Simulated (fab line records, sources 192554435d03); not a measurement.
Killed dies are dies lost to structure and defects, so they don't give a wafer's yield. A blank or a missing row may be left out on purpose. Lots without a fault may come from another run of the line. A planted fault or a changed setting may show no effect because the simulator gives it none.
Split-lot experiment | flow n5_finfet | 7 lots, 21 wafers read, on a route of 1938 steps

THE SPLIT
At N5_MOL_CONTACT_COAG_VIA_ETCH_46 (etches SiO2 in C4F6/O2, target depth 46 nm, overetch 9.2 nm, time 40 s), the setting bias_w was moved away from the recipe's 455 W on 6 of the 21 wafers read, by +11.3% to +17.1%. The other wafers ran this setting at the recipe's value.

The reading is taken at the split's own step.

THE READING
rf_vpp_V, in V, at N5_MOL_CONTACT_COAG_VIA_ETCH_46 (etches SiO2 in C4F6/O2, target depth 46 nm, overetch 9.2 nm, time 40 s). Fault-free wafers of this fab line usually give 1589 V, standard deviation 13 V.

wafer  | tool, chamber at the split | bias_w as run, W | against the recipe | rf_vpp_V, V | against lot-mates on the recipe
L074.1 | rie_diel-05, 1             | 455              | recipe             | 1621        | -
L074.5 | rie_diel-05, 2             | 455              | recipe             | 1584        | -
L074.6 | rie_diel-05, 1             | 455              | recipe             | 1619        | -
L077.1 | rie_diel-01, 2             | 518.2            | +13.9%             | 1756        | +156
L077.2 | rie_diel-01, 1             | 455              | recipe             | 1600        | -
L077.3 | rie_diel-01, 3             | 518.2            | +13.9%             | 1727        | +127
L082.1 | rie_diel-01, 3             | 455              | recipe             | 1566        | -
L082.4 | rie_diel-01, 2             | 455              | recipe             | 1594        | -
L082.5 | rie_diel-01, 2             | 455              | recipe             | 1593        | -
L083.3 | rie_diel-01, 2             | 508.6            | +11.8%             | 1731        | +163
L083.4 | rie_diel-01, 3             | 455              | recipe             | 1568        | -
L083.6 | rie_diel-01, 3             | 508.6            | +11.8%             | 1704        | +136
L091.1 | rie_diel-05, 1             | 455              | recipe             | 1609        | -
L091.2 | rie_diel-05, 3             | 455              | recipe             | 1587        | -
L091.4 | rie_diel-05, 0             | 455              | recipe             | 1594        | -
L092.2 | rie_diel-04, 3             | 455              | recipe             | 1590        | -
L092.5 | rie_diel-04, 1             | 506.3            | +11.3%             | 1720        | +134
L092.6 | rie_diel-04, 0             | 455              | recipe             | 1582        | -
L094.1 | rie_diel-04, 2             | 455              | recipe             | 1566        | -
L094.3 | rie_diel-04, 0             | 455              | recipe             | 1582        | -
L094.5 | rie_diel-04, 0             | 532.6            | +17.1%             | 1776        | +202

THE FIT
A straight line over all 21 wafers: rf_vpp_V changes by +10.9 V for each +1% of bias_w; r = +0.97; the points scatter about the line by 16 V.
The same after taking each lot's own level away (the mean of its wafers on the recipe; 21 wafers): +11.5 V for each +1%; r = +0.98; scatter 14 V.
On that fit, the largest move of bias_w shifts the reading by 2e+02 V.
The lots' own levels span 1568.0 to 1608.0 V, that is 3.1 times the standard deviation above.
So the lot-to-lot level changes the slope little: the two slopes agree.
Check: with one of the wafers moved furthest among these (+17.1%) left out of the fit, the line predicts +193 V for it against its lot-mates. It came out at +202 V against them.
Tool readings at the split's step, against how far the setting was moved: rf_vpp_V r = +0.97.

OTHER SPLITS ON THESE WAFERS
These wafers also went through other splits before the reading. Each is held against what the fit with the lots' levels taken away leaves over:
other split on the same wafers        | wafers away from the commonest value | r with rf_vpp_V (lot level and that fit taken away)
N5_ILD0_CMP_03 down_force_psi         | 7                                    | -0.10
N5_HKMG_FIN_PEB_47 peb_time_s         | 7                                    | +0.09
N5_HKMG_FIN_DEVELOP_48 develop_time_s | 9                                    | -0.40
N5_HKMG_FIN_COAT_06 spin_rpm          | 8                                    | +0.12
N5_GATE_CUT_DESCUM_18 time_s          | 5                                    | +0.04
N5_GATE_CUT_ETCH_37 bias_w            | 5                                    | +0.15

THE FILE'S OWN FIT
rf_vpp_V changes by +11.6 V for each +1% of bias_w, r = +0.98.
